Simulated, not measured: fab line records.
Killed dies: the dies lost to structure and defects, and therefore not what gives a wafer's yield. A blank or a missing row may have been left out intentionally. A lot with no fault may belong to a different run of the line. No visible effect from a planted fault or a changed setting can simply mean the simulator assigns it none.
Matching of chambers | flow nandHarc | rieDiel-01 running NHARC_A_CONTACT_ETCH_110: 4 sister chambers
The step etches the open film in CF4/O2, target depth 60 nm, overetch 6 nm, time 33 s. 8 wafers are shown with their chamber, then 8 later ones without.

== EACH WAFER AND ITS CHAMBER ==
wafer  | chamber | drypumpMotorCurrentA (A) | showerheadPlenumPTorr (Torr)
L081.6 | 0       | 5.7                      | 1.27
L082.2 | 3       | 5.9                      | 1.42
L082.5 | 2       | 6.1                      | 1.43
L082.6 | 1       | 5.4                      | 1.29
L087.2 | 2       | 6.1                      | 1.42
L087.3 | 3       | 5.9                      | 1.41
L087.4 | 0       | 5.6                      | 1.27
L089.1 | 1       | 5.4                      | 1.28

== WAFERS WITH NO CHAMBER GIVEN ==
wafer  | drypumpMotorCurrentA (A) | showerheadPlenumPTorr (Torr)
L089.2 | 6.1                      | 1.42
L089.4 | 5.9                      | 1.41
L090.2 | 5.9                      | 1.41
L090.3 | 6.1                      | 1.42
L090.6 | 6.1                      | 1.42
L096.3 | 5.9                      | 1.41
L096.4 | 6.1                      | 1.42
L096.5 | 5.9                      | 1.41

== CHAMBER TAKEN BY EACH ==
wafer  | from the rows above | in truth
L089.2 | 2                   | 2
L089.4 | 3                   | 3
L090.2 | 3                   | 3
L090.3 | 2                   | 2
L090.6 | 2                   | 2
L096.3 | 3                   | 3
L096.4 | 2                   | 2
L096.5 | 3                   | 3
8 of 8 placed correctly. Not placeable from these rows: 0. Wrongly placed: 0.
How it was worked out, from the rows above alone: a wafer's distance from a chamber is the root of the sum, over the readings, of the square of ((its reading less the chamber's mean) divided by the reading's scatter). The wafer belongs to the nearest chamber; if the next one is less than 2 further off, it can't be placed. For every chamber, the mean is computed from those of its wafers that are shown. How the scatter is found: for the shown wafers, subtract from each reading the mean of its chamber, square and add these, divide the total by (wafers less chambers), then take the root.
